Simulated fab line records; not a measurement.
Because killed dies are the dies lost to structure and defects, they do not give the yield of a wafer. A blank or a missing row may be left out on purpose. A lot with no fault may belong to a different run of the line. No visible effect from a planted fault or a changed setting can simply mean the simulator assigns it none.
fab line records | flow n5Finfet
[record] lots = 6 wafers = 17 lastDay = 16
route steps=1938 shown BEOL_M12@1643 BEOL_M13@1659 PASSIVATION@1936
lots that met no fault: taken from a fault-free run of the same line
startH: hours from the record's opening day to when the first of the lot's shown wafers began | waitH: hours since the lot's step before | " repeats the value in the row above | L1.1+2: several wafers, shown together as one row | - no value, or no start was given | * or withheld: withheld | < > ~ a bound
route shown NAME@n: a module of which the file shows steps, and the number in the route of the first | usual: average and standard deviation across the fault-free wafers | same: alike in all rows | chamber/n: place in a boat | sites: each site's reading | _std_site: the values' standard deviation | _edge_site: the outer-site mean with the inner-site mean subtracted | radiusMm: for every site, how far away it sits from the centre of the wafer | mask NAME#n: copy n | behind: tool/chamber where the wafer was last shaped | hold: why the lot was held/for how many hours/how that ended | device: names the non-switching transistor (n, p or np) | end of line: the tests these same wafers got at the end of their route | for a step that has no rows: nothing shown but its recipe | killed: at the first sort, the dies lost to defects and structure; wafer yield is something else | map: shows each die of a wafer: x if killed, . if not, _ if none is there
set.NAME: the run value of the setting; set.NAME@STEP: its run value at that earlier step | model.NAME: the simulator's own value behind a step, which no gauge read
certain route steps with their lots: each step a table, each wafer a row
services: when a tool's chamber went out of use (startH, in hours from the record's first day, below 0 if earlier), for how many hours, and the reason
[[steps]]
[step N5_BEOL_M12_ETCH_38]
[recipe] chemistry = CF4/N2 target = SiCN targetDepthA = 687 taperDeg = 2 timeS = 73.4 ionEnergyEv = 150 maskMaterial = SiO2 pressureMtorr = 40 sourceW = 430 biasW = 70 Ar_flow_sccm = 100 cf4FlowSccm = 60 n2FlowSccm = 60
[usual] chamberPressureMTorr = 39.99/0.037 drypumpMotorCurrentA = 5.7/0.38 n2FlowSccm = 60.00/0.18 oesProductAu = 0.80/0.096 rfVppV = 382.4/1.9 showerheadPlenumPTorr = 2.22/0.07 throttleValvePct = 15.54/0.2
// columns lot.wafer tool chamber startH waitH chamberPressureMTorr drypumpMotorCurrentA n2FlowSccm oesProductAu rfHoursCounterH rfVppV showerheadPlenumPTorr throttleValvePct
L837.1 rieDiel-02 1 227.73 - 40.04 5.5 60.05 0.71 218 383.8 2.28 15.81
L837.3 " 3 " " 40.02 5.7 59.95 0.83 74 385.1 2.31 15.31
L837.4 " 2 " " 40.01 5.0 59.98 0.71 218 380.9 2.19 15.63
L845.1 rieDiel-02 1 274.24 - 39.99 5.6 60.09 0.70 235 383.2 2.27 15.85
L845.2 " 3 " " 39.96 5.8 59.78 0.81 91 385.7 2.30 15.34
L845.6 " 0 " " 39.96 5.4 59.98 0.82 - 381.6 2.24 15.67
L849.3 rieDiel-06 1 306.19 - 40.02 6.1 60.24 0.92 20 384.0 2.26 15.37
L849.5 " 1 " " 40.07 6.1 60.31 0.91 - 381.2 2.26 15.38
L849.6 " 2 " " 40.05 5.3 59.70 0.98 - 385.7 2.36 15.31
L851.2 rieDiel-06 0 306.39 - 39.98 6.0 59.94 0.94 34 383.5 2.22 15.15
L851.3 " 3 " " 39.96 5.9 60.12 0.88 30 381.6 2.16 15.64
L851.5 " 1 " " 39.95 6.1 60.17 0.92 - 382.5 2.26 15.37
L854.2 rieDiel-02 1 325.84 - 39.99 5.5 59.64 1.02 0 383.8 2.27 15.37
L854.3 " 0 " " 40.01 5.3 59.98 0.80 102 383.1 2.23 15.73
L854.4 " 3 " " 40.07 5.8 59.42 0.80 - 384.9 2.30 15.41
L856.1 rieDiel-06 2 352.81 - 40.05 5.3 60.08 0.93 22 386.4 2.35 15.34
L856.5 " 0 " " 40.04 5.9 60.07 0.90 - 380.9 2.22 15.17
[step N5_BEOL_M12_PRECLEAN_39]
[recipe] chemistry = residueRemover timeS = 60 tempC = 40
[step N5_BEOL_M12_SRD_40]
[recipe] timeS = 30 tempC = 23 rinseLiquid = diw dry = n2Spin spinRpm = 1500 dryTimeS = 30
[step N5_BEOL_M12_DEGAS_41]
[recipe] ambient = vacuum tempC = 250 timeS = 60
[step N5_BEOL_M12_PRE_CLEAN_42]
[recipe] gas = H2/He timeS = 30 tempC = 250
[step N5_BEOL_M12_SPUTTER_43]
[recipe] material = TaN targetThkA = 150 tempC = 50 biasV = 168.6 powerW = 15000 chamberPressurePa = 0.12 timeS = 24.19
[step N5_BEOL_M12_SPUTTER_44]
[recipe] material = Ta targetThkA = 100 tempC = 50 biasV = 80 powerW = 15000 chamberPressurePa = 0.07 timeS = 16.13
[usual] throttleValvePct = 29.7/1.3
// columns lot.wafer tool chamber startH waitH throttleValvePct
L837.1 pvdSputter-02 - 228.18 0.0 28.5
L837.3 " - " " 29.1
L837.4 " - " " 30.8
L845.1 pvdSputter-02 - 274.81 0.0 30.7
L845.2 " - " " 28.1
L845.6 " - " " 29.1
L849.3 pvdSputter-01 - 306.60 0.0 27.6
L849.5 " - " " 28.9
L849.6 " - " " 29.8
L851.2 pvdSputter-01 - 307.00 0.0 28.0
L851.3 " - " " 29.3
L851.5 " - " " 27.7
L854.2 pvdSputter-03 - 326.19 0.0 28.9
L854.3 " - " " 29.9
L854.4 " - " " 32.1
L856.1 pvdSputter-02 - 353.46 0.0 28.6
L856.5 " - " " 30.7
[step N5_BEOL_M12_SPUTTER_45]
[recipe] material = Cu targetThkA = 800 tempC = -20 biasV = 60 powerW = 26000 chamberPressurePa = 0.13 timeS = 13.33
[usual] chuckSensorTempC = -15.8/0.45 throttleValvePct = 29.7/1.2
// columns lot.wafer tool chamber startH waitH chuckSensorTempC throttleValvePct
L837.1 pvdSputter-02 - 228.26 0.0 -15.2 28.9
L837.3 " - " " -15.5 29.1
L837.4 " - " " -16.5 30.9
L845.1 pvdSputter-02 - 274.89 0.0 -16.5 30.9
L845.2 " - " " -15.3 28.6
L845.6 " - " " -15.5 28.8
L849.3 pvdSputter-01 - 306.68 0.0 -16.0 28.1
L849.5 " - " " -16.3 29.1
L849.6 " - " " -15.8 29.7
L851.2 pvdSputter-01 - 307.08 0.0 -16.0 27.6
L851.3 " - " " -15.6 29.4
L851.5 " - " " -16.2 27.9
L854.2 pvdSputter-03 - 326.27 0.0 -15.3 28.6
L854.3 " - " " -15.2 29.7
L854.4 " - " " -16.0 32.1
L856.1 pvdSputter-02 - 353.54 0.0 -15.4 28.8
L856.5 " - " " -16.2 31.0
[step N5_BEOL_M12_ECD_47]
[recipe] material = Cu targetThkA = 7200
[step N5_BEOL_M12_ANNEAL_48]
[recipe] tempC = 225 timeS = 90 ambient = N2
[step N5_BEOL_M12_CMP_49]
[recipe] stopOn = SiOC tOverpolishS = 20.6 downForcePsi = 1 platenRpm = 50 clearingPlatenDownForcePsi = 1.5 clearingPlatenRpm = 50 postCmpClean = cuAlkaline targetThkNm = 320 clearingPlatenPadVelocityMS = 0.99484 padVelocityMS = 0.99484
[usual] barrierFieldEndpointS = 29.9/0.83 clearingPlatenDownForcePsi = 1.500/0.0033 motorCurrentA = 6.0/0.62 overpolishRunS = 20.599/0.0082
// columns lot.wafer tool chamber startH waitH barrierFieldEndpointS clearingPlatenDownForcePsi motorCurrentA overpolishRunS
L837.3 cmp-01 1 229.09 0.3 28.6 1.502 6.1 20.588
L837.4 " 3 " " 30.1 1.500 6.0 20.584
L837.1 " 0 " " 29.1 1.507 5.7 20.604
L845.1 cmp-03 0 275.66 0.3 29.8 1.491 5.5 20.613
L845.2 " 2 " " 31.2 1.507 6.5 20.613
L845.6 " 3 " " 30.5 1.496 5.9 20.604
L849.3 cmp-03 3 307.28 0.2 29.8 1.497 5.7 20.594
L849.5 " 2 " " 30.3 1.499 6.3 20.597
L849.6 " 3 " " 30.3 1.498 5.5 20.605
L851.2 cmp-03 1 307.64 0.2 28.3 1.499 5.4 20.596
L851.3 " 2 " " 30.1 1.500 6.5 20.592
L851.5 " 1 " " 29.0 1.500 5.6 20.602
L854.3 cmp-01 1 326.85 0.2 29.2 1.494 6.1 20.596
L854.2 " 3 " " 30.4 1.497 5.9 20.597
L854.4 " 0 " " 29.7 1.499 5.3 20.596
L856.1 cmp-03 0 354.39 0.3 28.5 1.501 5.0 20.601
L856.5 " 2 " " 30.5 1.499 6.8 20.594
[step N5_BEOL_M12_THK_MEAS_50]
[recipe] thkMeasGauge = xrf reads = Cu_of_BEOL_M12_ECD_47
[usual] M12_THK = 324/7.1
// columns lot.wafer tool chamber startH waitH M12_THK[nm]
L837.1 filmMetro-01 - 229.38 - 318
L837.3 " - " " 322
L837.4 " - " " 316
L845.1 filmMetro-01 - 275.92 - 330
L845.2 " - " " 326
L845.6 " - " " 324
L849.3 filmMetro-01 - 307.53 - 330
L849.5 " - " " 320
L849.6 " - " " 327
L851.2 filmMetro-01 - 307.93 - 320
L851.3 " - " " 321
L851.5 " - " " 328
L854.2 filmMetro-01 - 327.15 - 323
L854.3 " - " " 318
L854.4 " - " " 320
L856.1 filmMetro-02 - 354.61 - 319
L856.5 " - " " 326
[step N5_BEOL_M12_PRE_CLEAN_52]
[recipe] gas = NH3 timeS = 15 tempC = withheld rfPowerW = 300
// columns lot.wafer tool chamber startH waitH
L837.1+3+4 pecvd-02 0,1,0 229.42 0.0
L845.1+2+6 pecvd-01 1,0,0 275.95 0.0
L849.3+5+6 pecvd-01 0,1,0 307.57 0.0
L851.2+3+5 pecvd-03 1,2,1 307.97 0.0
L854.2+3+4 pecvd-01 2,1,2 327.18 0.0
L856.1+5 pecvd-03 1,0 354.65 0.0
[step N5_BEOL_M12_DEP_53]
[recipe] material = SiCN targetThkA = 300 tempC = withheld precursor = 3MS/NH3 pressureTorr = 3 rfW = 675 timeS = 10.5
[step N5_BEOL_M12_RS_MEAS_54]
[recipe] thkMeasGauge = four-point-probe reads = Cu_of_BEOL_M12_ECD_47+Ta_of_BEOL_M12_SPUTTER_44+TaN_of_BEOL_M12_SPUTTER_43
[usual] M12_RS = 0.0600/0.0012
// columns lot.wafer tool chamber startH waitH M12_RS[ohm/sq]
L837.1 filmMetro-02 - 229.54 0.1 0.0608
L837.3 " - " " 0.0601
L837.4 " - " " 0.0612
L845.1 filmMetro-01 - 276.04 0.0 0.0585
L845.2 " - " " 0.0590
L845.6 " - " " 0.0593
L849.3 filmMetro-02 - 307.66 0.0 0.0585
L849.5 " - " " 0.0604
L849.6 " - " " 0.0587
L851.2 filmMetro-01 - 308.06 0.0 0.0607
L851.3 " - " " 0.0605
L851.5 " - " " 0.0588
L854.2 filmMetro-02 - 327.27 0.0 0.0606
L854.3 " - " " 0.0616
L854.4 " - " " 0.0612
L856.1 filmMetro-02 - 354.74 0.0 0.0608
L856.5 " - " " 0.0594
[step N5_BEOL_M12_INSPECT_55]
[recipe] inspectInstrument = darkfield mode = postDep
[usual] rawDefectCount = 66/22
// columns lot.wafer tool chamber startH waitH rawDefectCount
L837.1 defectInspect-02 - 229.56 0.0 70
L837.3 " - " " 73
L837.4 " - " " 50
L845.1 defectInspect-02 - 276.07 0.0 42
L845.2 " - " " 57
L845.6 " - " " 60
L849.3 defectInspect-01 - 307.68 0.0 671
L849.5 " - " " 690
L849.6 " - " " 656
L851.2 defectInspect-01 - 308.08 0.0 105
L851.3 " - " " 85
L851.5 " - " " 76
L854.2 defectInspect-01 - 327.30 0.0 639
L854.3 " - " " 656
L854.4 " - " " 708
L856.1 defectInspect-02 - 354.76 0.0 40
L856.5 " - " " 35
[step N5_BEOL_M13_ILD_DEP_00]
[recipe] material = SiOC targetThkA = 8379.2 tempC = 350 precursor = DEMS/O2 pressureTorr = 5 rfW = 500 timeS = 166.4
[step N5_BEOL_M13_THK_MEAS_01]
[recipe] reads = SiOC_of_BEOL_M13_ILD_DEP_00
[usual] M13_ILD_THK = 837/11
// columns lot.wafer tool chamber startH waitH M13_ILD_THK[nm]
L837.1 filmMetro-01 - 229.75 0.1 836
L837.3 " - " " 822
L837.4 " - " " 840
L845.1 filmMetro-02 - 276.25 0.1 825
L845.2 " - " " 820
L845.6 " - " " 845
L849.3 filmMetro-01 - 307.87 0.1 830
L849.5 " - " " 842
L849.6 " - " " 851
L851.2 filmMetro-02 - 308.27 0.1 830
L851.3 " - " " 830
L851.5 " - " " 830
L854.2 filmMetro-02 - 327.48 0.1 821
L854.3 " - " " 817
L854.4 " - " " 848
L856.1 filmMetro-02 - 354.95 0.1 839
L856.5 " - " " 849
[step N5_BEOL_M13_COAT_58]
[recipe] resist = BARC tempC = 205 timeS = 60 spinRpm = 1500 resistThkNm = 89
[step N5_BEOL_M13_COAT_04]
[recipe] spinRpm = 1625 resistThkNm = 400
[step N5_BEOL_M13_EBR_06]
[recipe] solvent = PGMEA ebrWidthMm = 1.5
[step N5_BEOL_M13_SOFTBAKE_05]
[recipe] tempC = 130 timeS = 60
[step N5_BEOL_M13_EXPOSE_07]
[recipe] maskId = V12 na = 0.93 sourceShape = conventional sigmaOuter = 0.6 polarization = unpolarized attpsmPhaseDeg = 180 doseMj = 24.8
[step N5_BEOL_M13_PEB_08]
[recipe] pebTempC = 130 pebTimeS = 90
[step N5_BEOL_M13_DEVELOP_09]
[recipe] developTimeS = 45 rinseLiquid = diw dry = airSpin devTempC = 21
[step N5_BEOL_M13_HARDBAKE_14]
[recipe] tempC = 130 timeS = 120
[step N5_BEOL_M13_CD_MEAS_10]
[recipe] targetCdNm = 190 landingEnergyEv = 500 detector = seInlens polarity = opening
[usual] cdNm = 189.7/1.7
// columns lot.wafer tool chamber startH waitH cdNm
L837.1 cdSem-02 0 230.18 - 189.8
L837.3 " 0 " " 190.0
L837.4 " 0 " " 189.5
L845.1 cdSem-03 0 276.56 - 188.0
L845.2 " 0 " " 189.6
L845.6 " 0 " " 188.3
L849.3 cdSem-03 0 308.30 - 189.0
L849.5 " 0 " " 189.9
L849.6 " 0 " " 189.1
L851.2 cdSem-03 0 308.70 - 188.7
L851.3 " 0 " " 188.3
L851.5 " 0 " " 187.8
L854.2 cdSem-02 0 327.92 - 192.8
L854.3 " 0 " " 192.8
L854.4 " 0 " " 192.0
L856.1 cdSem-02 0 355.38 - 191.0
L856.5 " 0 " " 190.7
[step N5_BEOL_M13_OVL_MEAS_11]
[recipe] pointsPerWafer = 44
[usual] V12_OVL = -1/4.5
// columns lot.wafer tool chamber startH waitH V12_OVL[nm]
L837.1 overlay-01 0 230.21 0.0 5
L837.3 " 0 " " 2
L837.4 " 0 " " 7
L845.1 overlay-01 0 276.59 0.0 0
L845.2 " 0 " " 2
L845.6 " 0 " " 1
L849.3 overlay-02 0 308.33 0.0 -3
L849.5 " 0 " " 8
L849.6 " 0 " " 4
L851.2 overlay-01 0 308.73 0.0 1
L851.3 " 0 " " 3
L851.5 " 0 " " 8
L854.2 overlay-02 0 327.95 0.0 4
L854.3 " 0 " " -2
L854.4 " 0 " " 6
L856.1 overlay-01 0 355.41 0.0 -4
L856.5 " 0 " " -3
[step N5_BEOL_M13_INSPECT_12]
[recipe] mode = adi inspectInstrument = macro
[usual] rawDefectCount = 2.3/1.4
// columns lot.wafer tool chamber startH waitH rawDefectCount
L837.1 defectInspect-01 - 230.23 0.0 1
L837.3 " - " " 3
L837.4 " - " " 4
L845.1 defectInspect-02 - 276.61 0.0 3
L845.2 " - " " 4
L845.6 " - " " 2
L849.3 defectInspect-02 - 308.35 0.0 >300
L849.5 " - " " >300
L849.6 " - " " >300
L851.2 defectInspect-01 - 308.75 0.0 2
L851.3 " - " " 0
L851.5 " - " " 2
L854.2 defectInspect-02 - 327.97 0.0 >300
L854.3 " - " " >300
L854.4 " - " " >300
L856.1 defectInspect-01 - 355.43 0.0 0
L856.5 " - " " 1
[step N5_BEOL_M13_DESCUM_15]
[recipe] chemistry = O2 timeS = 7.9 sourcePowerW = 50 biasPowerW = 20 pressureMtorr = 20 rfFrequencyHz = 2.712e+07 tempC = 40 o2FlowSccm = 225
[usual] chamberPressureMTorr = 20.001/0.019 drypumpMotorCurrentA = 5.7/0.55 oesProductAu = 0.78/0.082 rfVppV = 243.0/1.5 showerheadPlenumPTorr = 2.09/0.085 throttleValvePct = 20.40/0.21
// columns lot.wafer tool chamber startH waitH chamberPressureMTorr drypumpMotorCurrentA oesProductAu rfHoursCounterH rfVppV showerheadPlenumPTorr throttleValvePct
L837.1 rieDiel-03 2 230.56 0.3 20.026 5.1 0.75 173 242.4 2.01 20.42
L837.3 " 3 " " 19.999 5.4 0.70 246 244.4 2.16 20.58
L837.4 " 0 " " 20.054 5.9 0.72 176 242.1 2.09 20.67
L845.1 rieDiel-01 3 276.81 0.2 19.985 5.4 0.67 233 240.4 1.98 20.44
L845.2 " 0 " " 19.994 4.9 0.82 91 243.1 2.11 20.54
L845.6 " 1 " " 19.984 5.8 0.82 - 243.4 2.13 20.58
L849.3 rieDiel-05 1 308.39 0.0 20.006 6.1 0.78 96 243.6 2.19 20.20
L849.5 " 1 " " 20.027 6.0 0.78 - 244.7 2.19 20.21
L849.6 " 2 " " 19.986 6.8 0.77 - 245.4 2.19 20.04
L851.2 rieDiel-03 2 309.31 0.6 19.987 5.0 0.73 200 241.6 2.00 20.48
L851.3 " 0 " " 20.016 5.9 0.70 203 242.2 2.08 20.71
L851.5 " 1 " " 19.976 6.1 0.84 - 240.9 2.02 20.31
L854.2 rieDiel-03 1 328.00 0.0 19.992 6.1 0.82 90 242.0 2.02 20.33
L854.3 " 2 " " 19.963 5.0 0.73 206 241.2 2.00 20.49
L854.4 " 0 " " 20.027 5.9 0.69 207 243.1 2.08 20.70
L856.1 rieDiel-01 3 355.47 0.0 20.013 5.3 0.99 2 246.1 2.23 20.04
L856.5 " 2 " " 19.976 5.0 0.90 - 241.6 2.03 20.52
[step N5_PASSIVATION_PROBE_49]
[usual] defectLimitedYield = 91.5/1.5 killed_at_M0_to_M3 = 32/9.4 killed_at_M4_up = 12/5.1 killedAtContacts = 11/7.4 killedAtFrontEnd = 41/11 killedAtOther = 3.4/2.5 killedDies = 100/17 killedOnRim = 13/4.4 killedOpen = 65/14 killedShort = 33/7 sort_bin_5_function = 4.9/0.96 sort_bin_6_memory = 3.1/0.7 sortNPass = 1080/17 sortYieldPct = 91.5/1.5
[same] grossDies = 1180 killedAtBackSide = 0 sort_bin_4_leakage[%] = 0 sort_bin_8_speed[%] = 0
// columns lot.wafer tool chamber startH waitH defectLimitedYield[%] killed_at_M0_to_M3 killed_at_M4_up killedAtContacts killedAtFrontEnd killedAtOther killedDies killedOnRim killedOpen killedShort sort_bin_5_function[%] sort_bin_6_memory[%] sortNPass sortYieldPct[%]
L845.1 prober-02 - 305.11 0.0 92.4 39 10 6 34 1 90 11 63 27 4.4 3.0 1090 92.4
L845.2 prober-02 - 305.16 0.1 88.3 58 12 10 56 2 138 21 91 42 7.5 3.5 1042 88.3
L845.6 prober-02 - 305.36 0.3 91.6 53 9 5 32 0 99 16 74 25 5.1 3.2 1081 91.6
L849.3 prober-02 - 339.84 0.1 88.9 17 60 11 43 0 131 31 35 39 6.7 2.7 1049 88.9
L849.5 prober-02 - 339.94 0.2 86.4 35 82 1 41 1 160 30 55 36 8.0 3.9 1020 86.4
L849.6 prober-02 - 339.99 0.3 89.1 20 68 7 34 0 129 27 36 31 6.6 2.5 1051 89.1
L854.2 prober-02 - 355.39 0.1 87.6 16 98 8 22 2 146 16 30 22 7.7 2.5 1034 87.6
L854.3 prober-02 - 355.44 0.1 85.4 32 81 6 44 9 172 25 64 44 9.0 3.7 1008 85.4
L854.4 prober-02 - 355.49 0.2 83.3 38 120 5 32 2 197 29 59 32 10.3 3.5 983 83.3
L856.1 prober-01 - 385.17 0.0 89.5 40 16 17 41 10 124 17 75 47 7.1 3.1 1056 89.5
L856.5 prober-01 - 385.37 0.2 89.7 53 19 16 31 3 122 18 82 39 6.8 3.1 1058 89.7
// killed by level:class
L845.1 FIN_SAQP:geometricParticle:open=12 BEOL_M1:geometricParticle:open=11 STI_FIN_REVEAL:geometricParticle:open=7 BEOL_M0_SAQP:geometricParticle:short=7 FIN_SAQP:geometricParticle:short=6 MOL_CONTACT_COAG:geometricParticle:open=4 BEOL_M0_SAQP:geometricParticle:open=4 BEOL_M2:geometricParticle:open=4
L845.2 FIN_SAQP:geometricParticle:open=20 BEOL_M2:geometricParticle:open=18 STI_FIN_REVEAL:geometricParticle:open=11 BEOL_M0_SAQP:geometricParticle:short=10 BEOL_M0_SAQP:geometricParticle:open=8 MOL_CONTACT_COAG:geometricParticle:open=7 BEOL_M1:geometricParticle:open=7 FIN_SAQP:geometricParticle:short=5
L845.6 BEOL_M2:geometricParticle:open=26 FIN_SAQP:geometricParticle:open=9 STI_FIN_REVEAL:geometricParticle:open=9 BEOL_M0_SAQP:geometricParticle:short=8 BEOL_M0_SAQP:geometricParticle:open=7 BEOL_M1:geometricParticle:open=5 MOL_CONTACT_COAG:geometricParticle:open=4 BEOL_M2:geometricParticle:short=3
L849.3 BEOL_M12:unspecified=56 MOL_CONTACT_COAG:geometricParticle:open=9 FIN_SAQP:geometricParticle:short=7 BEOL_M0_SAQP:geometricParticle:short=7 STARTING-WAFER:geometricParticle:short=6 STI_FIN_REVEAL:geometricParticle:open=5 SPACER0:geometricParticle:short=5 GATE_CUT:geometricParticle:short=5
L849.5 BEOL_M12:unspecified=66 FIN_SAQP:geometricParticle:short=10 GATE_CUT:geometricParticle:short=8 BEOL_M0_SAQP:geometricParticle:short=8 BEOL_M1:geometricParticle:open=8 BEOL_M4:geometricParticle:open=7 BEOL_M2:geometricParticle:open=7 GATE_CUT:geometricParticle:open=6
L849.6 BEOL_M12:unspecified=61 MOL_CONTACT_COAG:geometricParticle:open=7 FIN_SAQP:geometricParticle:open=6 FIN_SAQP:geometricParticle:short=5 DUMMY_GATE:geometricParticle:open=5 SPACER0:geometricParticle:short=5 BEOL_M0_SAQP:geometricParticle:short=5 STARTING-WAFER:geometricParticle:short=5
L854.2 BEOL_M12:unspecified=94 MOL_CONTACT_COAG:geometricParticle:open=4 MOL_CONTACT_COAG:geometricParticle:short=4 BEOL_M2:geometricParticle:open=4 FIN_SAQP:geometricParticle:short=3 ILD0:geometricParticle:short=3 BEOL_M0_SAQP:geometricParticle:open=3 BEOL_M1:geometricParticle:open=3
L854.3 BEOL_M12:unspecified=64 FIN_SAQP:geometricParticle:open=13 BEOL_M0_SAQP:geometricParticle:short=8 BEOL_M0_SAQP:geometricParticle:open=8 BEOL_M4:geometricParticle:open=8 MIM_TOP_ETCH:geometricParticle:short=6 FIN_SAQP:geometricParticle:short=5 DUMMY_GATE:geometricParticle:open=5
L854.4 BEOL_M12:unspecified=106 FIN_SAQP:geometricParticle:open=8 BEOL_M0_SAQP:geometricParticle:short=8 BEOL_M0_SAQP:geometricParticle:open=7 BEOL_M2:geometricParticle:open=6 BEOL_M3:geometricParticle:open=6 FIN_SAQP:geometricParticle:short=5 GATE_CUT:geometricParticle:open=4
L856.1 BEOL_M0_SAQP:geometricParticle:short=16 MOL_CONTACT_COAG:geometricParticle:open=13 BEOL_M0_SAQP:geometricParticle:open=10 STI_FIN_REVEAL:geometricParticle:open=7 FIN_SAQP:geometricParticle:short=6 FIN_SAQP:geometricParticle:open=6 DUMMY_GATE:geometricParticle:open=5 BEOL_M3:geometricParticle:open=5
L856.5 MOL_CONTACT_COAG:geometricParticle:open=14 BEOL_M2:geometricParticle:open=12 BEOL_M3:geometricParticle:open=10 BEOL_M0_SAQP:geometricParticle:open=8 FIN_SAQP:geometricParticle:open=6 BEOL_M0_SAQP:geometricParticle:short=6 BEOL_M7:geometricParticle:open=6 BEOL_M3:geometricParticle:short=6
// map L849.5 (x killed, . not)
_________________.x........x.________________
______________.........x....x..x_____________
___________....x....x....x...x.....__________
__________.........x.....x.x.....x.._________
________....x...........x..x.........._______
_______.x.......x......................______
______....................x.x..........x_____
_____..........x...........x............x____
____...x......xx........x.............x.xx___
___.....x.x................x..........xxxxx__
___......x..........................xxxxxxx__
__.......x..........................xxxxxxxx_
__...................................xxxxxxx_
_.....x...x..x.......x.................xxxxxx
_............x...............x..x....xxxxxxxx
_...........x........................x.xxxxxx
_....x..x...............x.........x.....xxxxx
_.x.........x.....x..........x......x..xxxxx.
_.........................................xxx
_x..........x.............x...............x..
_........................x.............x....x
__...x....xx.......x..x............x........_
__..x..x..........................x........._
___.x..xx...x........xxx..............x....__
___.........x.....................x.....x..__
____.........x............................___
_____.....x............x.x.....x.........____
______.x..................x............._____
_______.....x..........x...x...........______
________..x.........x................._______
__________.x...............x.......x_________
___________..........x.............__________
______________x................._____________
_________________...x...x....________________
// map L854.4 (x killed, . not)
_________________....x.......________________
______________........x....xx..._____________
___________............x...x.x.x...__________
__________.......x..........x...x..._________
________.............................._______
_______...............x.x..............______
______.........x...x......x.x.........x._____
_____.....x......................x.......____
____........x.......x..........x......x...___
___......x.x...............................__
___.....................x..................__
__..............................x.....x....._
__.....x..............x....x.....x...x......_
_..............x.............................
_x..x......x..........................x......
_............................................
_.x..x..................................x....
_..................x.......x......x.x........
_........x.......x...x......x.........xxx....
_.......x.x................x.....xxxx.xx..x..
_.....x.................x.........x.xxxxxxx..
__..............................xxxxxxxxxx.x_
__x.........x.x........x.......xxxxxxxxxxxxx_
___..x.....x........x.....x.x..xxxxxxxxxxxx__
___.............x.x.xx...x....xxxxxxxxxxxxx__
____.x..................x......xxxxxxxxxxx___
_____x...........x..............xxxxxxxxx____
______..x.....................xx.xxxxxxx_____
_______.......x.....x..x......x...xxxxx______
________......x..............x.x.x.xxx_______
__________...x.x...x......x.....x.xx_________
___________........................__________
______________x.x.....x....x...._____________
_________________............________________
[[services]]
// columns tool chamber startH hours kind
pecvd-03 1 206.10 6.1 repair
rieDiel-01 3 211.88 14.8 repair
rieDiel-06 - 224.00 4.3 pm
cmp-03 - 228.10 0.5 repair
rieDiel-03 3 232.01 2.0 repair
cmp-01 - 246.07 4.0 pm
cmp-03 - 247.22 0.9 repair
pecvd-02 - 250.62 2.8 pm
rieDiel-02 2 266.21 11.0 repair
rieDiel-03 3 266.40 4.3 repair
cmp-01 - 266.75 7.0 pm
pecvd-03 - 271.33 1.2 repair
cmp-01 - 275.51 1.6 repair
pvdSputter-02 - 284.61 5.1 repair
rieDiel-05 3 288.80 4.2 repair
rieDiel-03 0 289.36 5.6 repair
pecvd-02 - 290.31 6.1 repair
pecvd-02 1 298.53 6.5 repair
pecvd-01 - 306.51 1.0 repair
rieDiel-06 - 319.94 0.8 repair
rieDiel-01 1 326.54 5.2 repair
rieDiel-03 3 343.39 5.5 repair
cmp-03 - 346.52 4.0 pm
cmp-03 - 350.52 - consumableReplace:conditioner
[[key]]
[firstSign] step = N5_BEOL_M12_INSPECT_55 reading = rawDefectCount direction = up sigmas = 27 usual = 66 struck = 670
[effect] step = N5_BEOL_M13_INSPECT_12 reading = rawDefectCount direction = up sigmas = 99+ usual = 2.3 struck = >300
[effect] step = N5_PASSIVATION_PROBE_49 reading = killed_at_M4_up direction = up sigmas = 14 usual = 12 struck = 85
[moreKillsBornAt] N5_BEOL_M12_PRE_CLEAN_52@pecvd-01 = 447
metAt N5_BEOL_M12_PRE_CLEAN_52
struckWafers L849.3,L849.5,L849.6,L854.2,L854.3,L854.4
onsetBetween 275.95 307.57
[fault] kind = chamberParticleSource tool = pecvd-01 chamber = - onsetH = 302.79 steps = N5_BEOL_M12_PRE_CLEAN_52 ratePerVisitCm2 = 0.9538 endH = 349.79
